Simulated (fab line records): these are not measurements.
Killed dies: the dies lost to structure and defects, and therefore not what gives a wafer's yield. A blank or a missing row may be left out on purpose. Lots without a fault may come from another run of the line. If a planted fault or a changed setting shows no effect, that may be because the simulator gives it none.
Problem report in the 8D (eight disciplines) form, filled by code / flow n5Finfet / the parts of the form that need people (team, actions taken, sign-off) are left out

## 1. THE ISSUE
Wafers without a fault read 185.1 W, standard deviation 0.54; biasW at N5_BEOL_M1_TRENCH_ETCH_37 reads a mean of 154.5 W on 2 wafers belonging to 2 lots. That is -57 standard deviations from the usual mean.
The step: etches SiOC in C4F6/O2, target depth 55.207 nm, time 29 s.
Seen first at day 10 11:19 on rieDiel-03, wafer L137.5. The record has a number at this step for 18 wafers belonging to 6 lots. Rule for "out", or "out of limits": more than 4 standard deviations from the usual mean. All remaining wafers that have a number are taken as sound.

## 2. WHAT IT IS, AND WHAT IT ISN'T
question=which readings at this step | is=biasW, rfVppV | is not=drypumpMotorCurrentA, oesProductAu, showerheadPlenumPTorr
question=which lots | is=L137, L138 | is not=L124, L127, L142, L143
question=which wafers of those lots | is=L137.5, L138.3 | is not=L137.1, L137.6, L138.5, L138.6
question=read on which tools | is=rieDiel-03 | is not=rieDiel-01, rieDiel-02
question=when | is=from day 10 11:19 | is not=up to then (8 sound wafers); but 8 sound wafers of L138, L142, L143 came after

## 3. SUSPECTS, AND WHAT RULES EACH OUT
Counting: if a tool at a process step up to the reading ran every lot that is out, it stays a suspect. Sound lots after the first of them don't rule it out here, since some wafers of a struck lot are sound.
- rieDiel-03 at N5_BEOL_M1_ETCHBACK_99 (etches SiO2 in CHF3, target depth 5 nm, time 10.4 s): kept. It ran every lot that is out, first L137 (day 10 11:05); its last sound lot up to then is L127 (day 8 00:31).
- rieDiel-03 at N5_BEOL_M1_ETCH_70 (etches SOC in N2/H2, target depth 80 nm, overetch 16 nm, time 120 s): kept. It ran every lot that is out, first L137 (day 10 11:07); its last sound lot up to then is L127 (day 8 00:34).
- rieDiel-03 at N5_BEOL_M1_STRIP_36 (strips in N2/H2): kept. It ran every lot that is out, first L137 (day 10 11:17); its last sound lot up to then is L127 (day 8 00:43).
- rieDiel-03 at N5_BEOL_M1_TRENCH_ETCH_37 (etches SiOC in C4F6/O2, target depth 55.207 nm, time 29 s): kept. It ran every lot that is out, first L137 (day 10 11:19); its last sound lot up to then is L127 (day 8 00:46). Its own biasW, rfVppV readings are out on those wafers.
- Within rieDiel-03 at N5_BEOL_M1_ETCHBACK_99: the wafers that are out ran in chamber 3; their sound lot-mates ran in chambers 1, 2.
- Within rieDiel-03 at N5_BEOL_M1_ETCH_70: the wafers that are out ran in chamber 3; their sound lot-mates ran in chambers 1, 2.
- Within rieDiel-03 at N5_BEOL_M1_STRIP_36: the wafers that are out ran in chamber 3; their sound lot-mates ran in chambers 1, 2.
- Within rieDiel-03 at N5_BEOL_M1_TRENCH_ETCH_37: the wafers that are out ran in chamber 3; their sound lot-mates ran in chambers 1, 2.
Left after counting: rieDiel-03 at N5_BEOL_M1_ETCHBACK_99, rieDiel-03 at N5_BEOL_M1_ETCH_70, rieDiel-03 at N5_BEOL_M1_STRIP_36, rieDiel-03 at N5_BEOL_M1_TRENCH_ETCH_37.

## 4. THE CAUSE (what the simulator had put in)
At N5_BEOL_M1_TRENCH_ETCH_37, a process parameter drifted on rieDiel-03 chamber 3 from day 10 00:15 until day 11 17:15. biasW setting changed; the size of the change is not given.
Counting left 4 suspects, and this tool is among them.

## 5. THE EFFECT CHAIN, in route order
Rows list readings where the struck wafers' mean (over those with a number) sits beyond 3 standard deviations from the usual. Only readings whose record carries a usual standard deviation are examined. hours: median over the lots of the time between each lot's start at the first step of this table that gives one and its start at this step. sigmas: the change, counted in usual standard deviations.
hours=0; step=N5_BEOL_M1_TRENCH_ETCH_37; reading=biasW; usual=185.1 W; on struck wafers=154.5; change=-30.6; sigmas=-57
hours=0; step=N5_BEOL_M1_TRENCH_ETCH_37; reading=rfVppV; usual=667 V; on struck wafers=588; change=-79; sigmas=-11
Here are the process steps it includes:
- N5_BEOL_M1_TRENCH_ETCH_37: etches SiOC in C4F6/O2, target depth 55.207 nm, time 29 s.
At these later measuring or inspecting steps, every struck wafer for which the step has a row has a number for every such reading, and none has moved that far: N5_BEOL_M4_RC_MEAS_101.

## 6. HOW IT WOULD HAVE BEEN CAUGHT EARLIER
In this record the first reading out of limits was taken at day 10 11:19, 11 hours after the fault began at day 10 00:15.
